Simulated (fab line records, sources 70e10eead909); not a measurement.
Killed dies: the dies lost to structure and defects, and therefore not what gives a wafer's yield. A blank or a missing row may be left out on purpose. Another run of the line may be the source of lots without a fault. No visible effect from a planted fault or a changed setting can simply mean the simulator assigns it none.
Matching of chambers -- flow nand-harc -- ald-hk-04 running NHARC_A_CHANNEL_FILL_D1_ALD_25: 4 sister chambers
The step deposits SiOx, target thk 60 nm, pulse time 10 s, ald cycles 600. 4 wafers are shown with their chamber, then 10 later ones without.

## WAFERS, EACH WITH ITS CHAMBER
wafer,chamber,heater-power-w (W)
L086.1,2,476
L086.6,3,446
L089.1,1,473
L089.3,0,461

## WAFERS WITH NO CHAMBER GIVEN
wafer,heater-power-w (W)
L089.6,468
L092.1,454
L092.2,452
L092.6,463
L094.2,463
L094.4,454
L094.5,467
L096.1,466
L096.2,464
L096.6,474

## CHAMBER TAKEN BY EACH
wafer,from the rows above,in truth
L089.6,can't be placed: 1 or 0 or 2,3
L092.1,can't be placed: 0 or 3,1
L092.2,can't be placed: 3 or 0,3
L092.6,can't be placed: 0 or 1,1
L094.2,can't be placed: 0 or 1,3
L094.4,can't be placed: 0 or 3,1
L094.5,can't be placed: 0 or 1 or 2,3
L096.1,can't be placed: 0 or 1 or 2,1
L096.2,can't be placed: 0 or 1 or 2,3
L096.6,can't be placed: 1 or 2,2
Correct placement for 0 of the 10. From these rows, 10 cannot be placed; in 4 the true chamber is one of the candidates. Wrongly placed: 0.
How it was worked out, from the rows above alone: a wafer's distance from a chamber is the root of the sum, over the readings, of the square of ((its reading less the chamber's mean) divided by the reading's scatter). If the next closest chamber is less than 2 further off than the closest, the wafer can't be placed; otherwise it belongs to the closest. For every chamber, the mean is computed from those of its wafers that are shown. The scatter (one wafer shown for each chamber): square how far every hidden wafer sits from the nearest shown wafer, average those squares and take the square root.
